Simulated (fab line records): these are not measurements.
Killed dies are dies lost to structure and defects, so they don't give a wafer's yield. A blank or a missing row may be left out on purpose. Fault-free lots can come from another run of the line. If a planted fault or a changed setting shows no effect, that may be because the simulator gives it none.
Which tool was responsible? + flow n5-finfet + 10 lots, 30 wafers sampled, at 4 steps of a route of 1938

## WHAT EACH GAUGE READ, for each wafer
N5_STI_FIN_REVEAL_INSPECT_13: inspects for defects (darkfield).
| lot  | measured    | on                | raw-defect-count |
|------|-------------|-------------------|------------------|
| L318 | day 2 23:50 | defect-inspect-02 | 14 6 16          |
| L319 | day 3 03:15 | defect-inspect-01 | 9 6 7            |
| L322 | day 3 20:25 | defect-inspect-02 | 11 12 7          |
| L325 | day 4 13:09 | defect-inspect-02 | 10 10 4          |
| L326 | day 4 22:26 | defect-inspect-02 | 10 11 10         |
| L335 | day 7 00:42 | defect-inspect-02 | 510 9 7          |
| L337 | day 7 12:43 | defect-inspect-02 | 16 7 16          |
| L338 | day 7 19:34 | defect-inspect-01 | 12 10 3          |
| L339 | day 8 01:50 | defect-inspect-01 | 9 17 8           |
| L340 | day 8 06:50 | defect-inspect-02 | 14 11 14         |

## EACH LOT AND THE TOOL THAT RAN IT (in order: tool; ch and the chambers of the sampled wafers; start)
| lot  | N5_FIN_CUT_ETCH_30                | N5_STI_FIN_REVEAL_ETCHBACK_08     | N5_STI_FIN_REVEAL_STRIP_35         |
|------|-----------------------------------|-----------------------------------|------------------------------------|
| L318 | rie-diel-06 ch 0,1,3, day 2 11:22 | rie-diel-01 ch 0,1,3, day 2 18:08 | wet-bench-01 ch 0,3,4, day 2 23:30 |
| L319 | rie-diel-05 ch 0,1,3, day 2 16:18 | rie-diel-01 ch 0,2,3, day 3 00:13 | wet-bench-06 ch 4,5,6, day 3 02:55 |
| L322 | rie-diel-02 ch 2,3, day 3 10:10   | rie-diel-03 ch 1,2,3, day 3 17:23 | wet-bench-06 ch 0,3,4, day 3 20:05 |
| L325 | rie-diel-02 ch 0,1,2, day 4 03:29 | rie-diel-01 ch 0,2,3, day 4 10:06 | wet-bench-05 ch 2,4,5, day 4 12:49 |
| L326 | rie-diel-05 ch 0,1,3, day 4 12:29 | rie-diel-01 ch 0,1,2, day 4 19:23 | wet-bench-01 ch 3,4,7, day 4 22:06 |
| L335 | rie-diel-02 ch 1,2,3, day 6 15:05 | rie-diel-04 ch 1,2,3, day 6 21:40 | wet-bench-06 ch 0,3,4, day 7 00:21 |
| L337 | rie-diel-02 ch 1,2,3, day 7 02:37 | rie-diel-03 ch 1,2,3, day 7 09:14 | wet-bench-01 ch 3,5,6, day 7 12:22 |
| L338 | rie-diel-06 ch 0,2,3, day 7 09:55 | rie-diel-04 ch 0,1,2, day 7 16:31 | wet-bench-05 ch 2,3,4, day 7 19:14 |
| L339 | rie-diel-05 ch 1,3, day 7 15:44   | rie-diel-01 ch 2,3, day 7 22:37   | wet-bench-01 ch 3,4,7, day 8 01:20 |
| L340 | rie-diel-05 ch 1,2,3, day 7 21:06 | rie-diel-04 ch 1,3, day 8 03:47   | wet-bench-01 ch 5,6,7, day 8 06:29 |
- N5_FIN_CUT_ETCH_30: etches underlayer in N2/H2, target depth 13 nm, time 10.4 s.
- N5_STI_FIN_REVEAL_ETCHBACK_08: etches SiO2 in C4F6/O2, target depth 30.5 nm, time 10.167 s.
- N5_STI_FIN_REVEAL_STRIP_35: strips Si3N4 in H3PO4, target depth 4 nm, time 39 s.

## AS READ BY THE TOOLS THEMSELVES (means over the sampled wafers that have a number; for cases with no such wafer, the mark the record gives instead)
N5_FIN_CUT_ETCH_30.
| lot  | tool        | drypump-motor-current-A (A) | etch-rf-on-time-s (s) | oes-product-au (a.u.) | rf-vpp-V (V) | showerhead-plenum-p-Torr (Torr) | throttle-valve-pct (%) |
|------|-------------|-----------------------------|-----------------------|-----------------------|--------------|---------------------------------|------------------------|
| L318 | rie-diel-06 | 6.0                         | 10.4                  | 0.64                  | 525.2        | 2.58                            | 17.85                  |
| L319 | rie-diel-05 | 5.6                         | 10.4                  | 0.63                  | 523.7        | 2.53                            | 17.94                  |
| L322 | rie-diel-02 | 6.0                         | 10.0                  | 0.66                  | 522.5        | 2.52                            | 17.93                  |
| L325 | rie-diel-02 | 6.0                         | 10.4                  | 0.63                  | 524.5        | 2.58                            | 17.95                  |
| L326 | rie-diel-05 | 5.6                         | 10.5                  | 0.63                  | 523.4        | 2.53                            | 17.95                  |
| L335 | rie-diel-02 | 6.1                         | 10.5                  | 0.64                  | 524.8        | 2.54                            | 17.97                  |
| L337 | rie-diel-02 | 6.0                         | 10.5                  | 0.63                  | 524.5        | 2.54                            | 17.98                  |
| L338 | rie-diel-06 | 6.3                         | 10.2                  | 0.68                  | 524.0        | 2.55                            | 17.87                  |
| L339 | rie-diel-05 | 5.4                         | 10.5                  | 0.63                  | 522.9        | 2.49                            | 17.99                  |
| L340 | rie-diel-05 | 5.9                         | 10.5                  | 0.61                  | 522.2        | 2.49                            | 17.99                  |

N5_STI_FIN_REVEAL_ETCHBACK_08.
| lot  | tool        | O2_flow_sccm (sccm) | drypump-motor-current-A (A) | oes_ar_750_au (a.u.) | oes-product-au (a.u.) | rf-vpp-V (V) | showerhead-plenum-p-Torr (Torr) | throttle-valve-pct (%) |
|------|-------------|---------------------|-----------------------------|----------------------|-----------------------|--------------|---------------------------------|------------------------|
| L318 | rie-diel-01 | 9.982               | 5.43                        | 0.72                 | 0.72                  | 663          | 2.82                            | 21.05                  |
| L319 | rie-diel-01 | 10.004              | 5.46                        | 0.74                 | 0.73                  | 658          | 2.82                            | 21.14                  |
| L322 | rie-diel-03 | 9.983               | 5.41                        | 0.79                 | 0.78                  | 644          | 2.86                            | 21.36                  |
| L325 | rie-diel-01 | 9.995               | 5.46                        | 0.73                 | 0.73                  | 658          | 2.82                            | 21.15                  |
| L326 | rie-diel-01 | 10.014              | 5.58                        | 0.74                 | 0.73                  | 666          | 2.79                            | 21.10                  |
| L335 | rie-diel-04 | 9.957               | 5.52                        | 0.73                 | 0.72                  | 663          | 2.79                            | 21.05                  |
| L337 | rie-diel-03 | 9.994               | 5.40                        | 0.84                 | 0.84                  | 647          | 2.96                            | 21.27                  |
| L338 | rie-diel-04 | 10.014              | 5.62                        | 0.71                 | 0.71                  | 659          | 2.79                            | 21.11                  |
| L339 | rie-diel-01 | 10.004              | 5.41                        | 0.84                 | 0.84                  | 650          | 2.75                            | 20.98                  |
| L340 | rie-diel-04 | 10.008              | 5.46                        | 0.74                 | 0.73                  | 664          | 2.79                            | 21.07                  |

## THE ANSWER, worked out from the rows above alone
Rule: the usual values come from the lots themselves. Put in order of their means at a reading, lots are off if they are a third of the lots or fewer, leave a main group of 4 or more, and stand apart from it by a gap of 3 or more times the standard deviation of the main group's means; of several such gaps the widest counts. A main group is skipped when, at the precision printed for the reading in the tables above, its means are all equal. Also off: a lot with no number at a reading for which 4 or more lots have one. The other lots that the step has rows for count as sound. First the gauges in route order, then the tools' own readings, where a lot's mean is used as printed above. At the first step where some lot is off, the reading lying furthest off is the one used; lots without a number count as furthest.
Off: L335 (N5_STI_FIN_REVEAL_INSPECT_13, raw-defect-count). The main group has a mean of 10 with a standard deviation of 2.
A tool fits if, at a process step before that reading, it ran every lot that is off, and no sound lot after the first of them. Those tools and the gauges at N5_STI_FIN_REVEAL_INSPECT_13 are tried in the same way. One fits: N5_STI_FIN_REVEAL_STRIP_35 on wet-bench-06. A fault onset in the window from L322 (day 3 20:05, its last sound lot) to L335 (day 7 00:21, its first lot off) fits.

## WHAT THE SIMULATOR HAD INSERTED
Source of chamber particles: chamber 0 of wet-bench-06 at N5_STI_FIN_REVEAL_STRIP_35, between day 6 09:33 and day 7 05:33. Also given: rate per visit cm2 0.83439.
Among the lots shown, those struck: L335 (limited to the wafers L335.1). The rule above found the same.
